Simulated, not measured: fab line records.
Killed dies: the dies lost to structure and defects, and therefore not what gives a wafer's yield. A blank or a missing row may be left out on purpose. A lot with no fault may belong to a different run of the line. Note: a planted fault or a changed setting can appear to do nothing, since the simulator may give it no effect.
Split-lot experiment || flow n5-finfet || 7 lots, 21 wafers read, on a route of 1938 steps

## THE SPLIT
At N5_BEOL_M7_ILD_DEP_00 (deposits SiCOH lowk from DEMS/porogen, target thk 179.75 nm, time 33.4 s), the setting time-s was moved away from the recipe's 33.4 s on 7 of the 21 wafers read, by -10.9% to +7.8%. For the rest of the wafers, this setting stayed at what the recipe calls for.

## FROM THE SPLIT ON TO THE READING: in between, the file shows 1 step
- N5_BEOL_M7_CURE_74: cures SiCOH lowk, time 240 s

## THE READING
M7_ILD_THK, in nm, at N5_BEOL_M7_THK_MEAS_01. On this fab line, fault-free wafers typically give 155.0 nm with a standard deviation of 1.9 nm.

{"wafer": "L079.1", "tool, chamber at the split": "pecvd-01, 1", "time-s as run, s": 31.79, "against the recipe": "-4.8%", "M7_ILD_THK, nm": 146.2, "against lot-mates on the recipe": -8.4}
{"wafer": "L079.3", "tool, chamber at the split": "pecvd-01, 2", "time-s as run, s": 33.4, "against the recipe": "recipe", "M7_ILD_THK, nm": 152.0, "against lot-mates on the recipe": "-"}
{"wafer": "L079.4", "tool, chamber at the split": "pecvd-01, 1", "time-s as run, s": 33.4, "against the recipe": "recipe", "M7_ILD_THK, nm": 157.2, "against lot-mates on the recipe": "-"}
{"wafer": "L078.1", "tool, chamber at the split": "pecvd-03, 1", "time-s as run, s": 29.76, "against the recipe": "-10.9%", "M7_ILD_THK, nm": 139.2, "against lot-mates on the recipe": -16.0}
{"wafer": "L078.2", "tool, chamber at the split": "pecvd-03, 0", "time-s as run, s": 33.4, "against the recipe": "recipe", "M7_ILD_THK, nm": 154.0, "against lot-mates on the recipe": "-"}
{"wafer": "L078.3", "tool, chamber at the split": "pecvd-03, 2", "time-s as run, s": 33.4, "against the recipe": "recipe", "M7_ILD_THK, nm": 156.3, "against lot-mates on the recipe": "-"}
{"wafer": "L081.2", "tool, chamber at the split": "pecvd-03, 0", "time-s as run, s": 33.4, "against the recipe": "recipe", "M7_ILD_THK, nm": 154.2, "against lot-mates on the recipe": "-"}
{"wafer": "L081.5", "tool, chamber at the split": "pecvd-03, 1", "time-s as run, s": 33.4, "against the recipe": "recipe", "M7_ILD_THK, nm": 155.9, "against lot-mates on the recipe": "-"}
{"wafer": "L081.6", "tool, chamber at the split": "pecvd-03, 0", "time-s as run, s": 33.4, "against the recipe": "recipe", "M7_ILD_THK, nm": 157.3, "against lot-mates on the recipe": "-"}
{"wafer": "L085.2", "tool, chamber at the split": "pecvd-03, 2", "time-s as run, s": 33.4, "against the recipe": "recipe", "M7_ILD_THK, nm": 154.5, "against lot-mates on the recipe": "-"}
{"wafer": "L085.4", "tool, chamber at the split": "pecvd-03, 0", "time-s as run, s": 33.4, "against the recipe": "recipe", "M7_ILD_THK, nm": 154.7, "against lot-mates on the recipe": "-"}
{"wafer": "L085.6", "tool, chamber at the split": "pecvd-03, 1", "time-s as run, s": 35.12, "against the recipe": "+5.1%", "M7_ILD_THK, nm": 162.3, "against lot-mates on the recipe": "+7.7"}
{"wafer": "L087.1", "tool, chamber at the split": "pecvd-04, 2", "time-s as run, s": 36, "against the recipe": "+7.8%", "M7_ILD_THK, nm": 163.9, "against lot-mates on the recipe": "+11.2"}
{"wafer": "L087.2", "tool, chamber at the split": "pecvd-04, 1", "time-s as run, s": 33.4, "against the recipe": "recipe", "M7_ILD_THK, nm": 152.7, "against lot-mates on the recipe": "-"}
{"wafer": "L087.4", "tool, chamber at the split": "pecvd-04, 1", "time-s as run, s": 36, "against the recipe": "+7.8%", "M7_ILD_THK, nm": 167.5, "against lot-mates on the recipe": "+14.8"}
{"wafer": "L091.1", "tool, chamber at the split": "pecvd-04, 1,0", "time-s as run, s": 35.31, "against the recipe": "+5.7%", "M7_ILD_THK, nm": 160.6, "against lot-mates on the recipe": "+5.8"}
{"wafer": "L091.2", "tool, chamber at the split": "pecvd-04, 1,0", "time-s as run, s": 35.31, "against the recipe": "+5.7%", "M7_ILD_THK, nm": 160.7, "against lot-mates on the recipe": "+5.9"}
{"wafer": "L091.4", "tool, chamber at the split": "pecvd-04, 1", "time-s as run, s": 33.4, "against the recipe": "recipe", "M7_ILD_THK, nm": 154.8, "against lot-mates on the recipe": "-"}
{"wafer": "L097.1", "tool, chamber at the split": "pecvd-01, 2", "time-s as run, s": 33.4, "against the recipe": "recipe", "M7_ILD_THK, nm": 151.2, "against lot-mates on the recipe": "-"}
{"wafer": "L097.2", "tool, chamber at the split": "pecvd-01, 0", "time-s as run, s": 33.4, "against the recipe": "recipe", "M7_ILD_THK, nm": 153.1, "against lot-mates on the recipe": "-"}
{"wafer": "L097.4", "tool, chamber at the split": "pecvd-01, 2", "time-s as run, s": 33.4, "against the recipe": "recipe", "M7_ILD_THK, nm": 156.0, "against lot-mates on the recipe": "-"}
When a row names more than one chamber, that row covers several wafers, and the file does not tell which wafer ran in which chamber.

FIT RESULTS
A straight line over all 21 wafers: M7_ILD_THK changes by +1.39 nm for each +1% of time-s; r = +0.96; the points scatter about the line by 1.8 nm.
The same after taking each lot's own level away (the mean of its wafers on the recipe; 21 wafers): +1.48 nm for each +1%; r = +0.96; scatter 1.8 nm.
That fit puts the effect of the largest move of time-s on the reading at 16 nm.
The lots' own levels span 152.70 to 155.80 nm, that is 1.6 times the standard deviation above.
Hence the lot-to-lot level has little effect on the slope; both slopes agree.
Check: for one of the wafers moved furthest among these (-10.9%), held out of the fit, the line's prediction against its lot-mates is -16.6 nm. Against them it came out at -16 nm.

## OTHER SPLITS APPLIED TO THESE WAFERS
Note: prior to the reading, these wafers also went through further splits. Each is held against what the fit with the lots' levels taken away leaves over:
{"other split on the same wafers": "N5_BEOL_M4_ILD_DEP_00 time-s", "wafers away from the commonest value": 6, "r with M7_ILD_THK (lot level and that fit taken away)": -0.36}
{"other split on the same wafers": "N5_BEOL_M4_TRENCH_ETCH_37 bias-w", "wafers away from the commonest value": 9, "r with M7_ILD_THK (lot level and that fit taken away)": "+0.20"}
{"other split on the same wafers": "N5_BEOL_M5_ILD_DEP_00 time-s", "wafers away from the commonest value": 6, "r with M7_ILD_THK (lot level and that fit taken away)": "+0.24"}

## THE WHOLE CHAIN: every reading that the file lists as answering this split, in the file's order
{"step": "N5_BEOL_M7_ILD_DEP_00", "what it does": "deposits SiCOH lowk from DEMS/porogen, target thk 179.75 nm, time 33.4 s", "reading": "SiCOH_lowk_of_BEOL_M7_ILD_DEP_00.thk-nm (the simulator's own value, which no gauge read)", "change (the file's fit)": "+1.71 nm for each +1% of the setting", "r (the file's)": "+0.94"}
{"step": "N5_BEOL_M7_CURE_74", "what it does": "cures SiCOH lowk, time 240 s", "reading": "SiCOH_lowk_of_BEOL_M7_ILD_DEP_00.thk-nm (the simulator's own value, which no gauge read)", "change (the file's fit)": "+1.49 nm for each +1% of the setting", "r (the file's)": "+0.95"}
{"step": "N5_BEOL_M7_THK_MEAS_01", "what it does": "", "reading": "M7_ILD_THK", "change (the file's fit)": "+1.48 for each +1% of the setting", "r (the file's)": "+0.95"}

## THE FILE'S OWN FIT
M7_ILD_THK changes by +1.48 nm for each +1% of time-s, r = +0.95.
